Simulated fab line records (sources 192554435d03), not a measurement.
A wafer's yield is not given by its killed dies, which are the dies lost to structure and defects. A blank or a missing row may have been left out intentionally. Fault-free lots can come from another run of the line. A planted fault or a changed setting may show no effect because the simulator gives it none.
Chamber matching :: flow n5-finfet :: rie-diel-01 running N5_BEOL_M5_TRENCH_ETCH_37: 4 sister chambers
The step etches SiCOH lowk in C4F6/O2, target depth 71.652 nm, time 24.7 s. 4 wafers are shown with their chamber, then 7 later ones without.

== WAFERS WITH THEIR CHAMBER ==
wafer: L632.2
chamber: 1
showerhead-plenum-p-Torr (Torr): 2.94

wafer: L636.5
chamber: 2
showerhead-plenum-p-Torr (Torr): 2.85

wafer: L639.1
chamber: 3
showerhead-plenum-p-Torr (Torr): 2.80

wafer: L639.2
chamber: 0
showerhead-plenum-p-Torr (Torr): 2.94

== WAFERS WITH NO CHAMBER GIVEN ==
wafer: L639.4
showerhead-plenum-p-Torr (Torr): 2.85

wafer: L644.3
showerhead-plenum-p-Torr (Torr): 2.92

wafer: L644.5
showerhead-plenum-p-Torr (Torr): 2.92

wafer: L644.6
showerhead-plenum-p-Torr (Torr): 2.92

wafer: L651.1
showerhead-plenum-p-Torr (Torr): 2.79

wafer: L651.4
showerhead-plenum-p-Torr (Torr): 2.92

wafer: L651.5
showerhead-plenum-p-Torr (Torr): 2.92

== CHAMBER TAKEN BY EACH ==
wafer: L639.4
from the rows above: 2
in truth: 2

wafer: L644.3
from the rows above: can't be placed: 0 or 1
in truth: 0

wafer: L644.5
from the rows above: can't be placed: 0 or 1
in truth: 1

wafer: L644.6
from the rows above: can't be placed: 0 or 1
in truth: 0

wafer: L651.1
from the rows above: 3
in truth: 3

wafer: L651.4
from the rows above: can't be placed: 0 or 1
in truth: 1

wafer: L651.5
from the rows above: can't be placed: 0 or 1
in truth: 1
Correctly placed: 2 of 7. Cannot be placed on the basis of these rows: 5; the candidates contain the true chamber in 5. Wrongly placed: 0.
How it was worked out, from the rows above alone: a wafer's distance from a chamber is the root of the sum, over the readings, of the square of ((its reading less the chamber's mean) divided by the reading's scatter). If the next closest chamber is less than 2 further off than the closest, the wafer can't be placed; otherwise it belongs to the closest. A chamber's mean is the mean of its shown wafers. The scatter (one wafer shown for each chamber): square how far every hidden wafer sits from the nearest shown wafer, average those squares and take the square root.
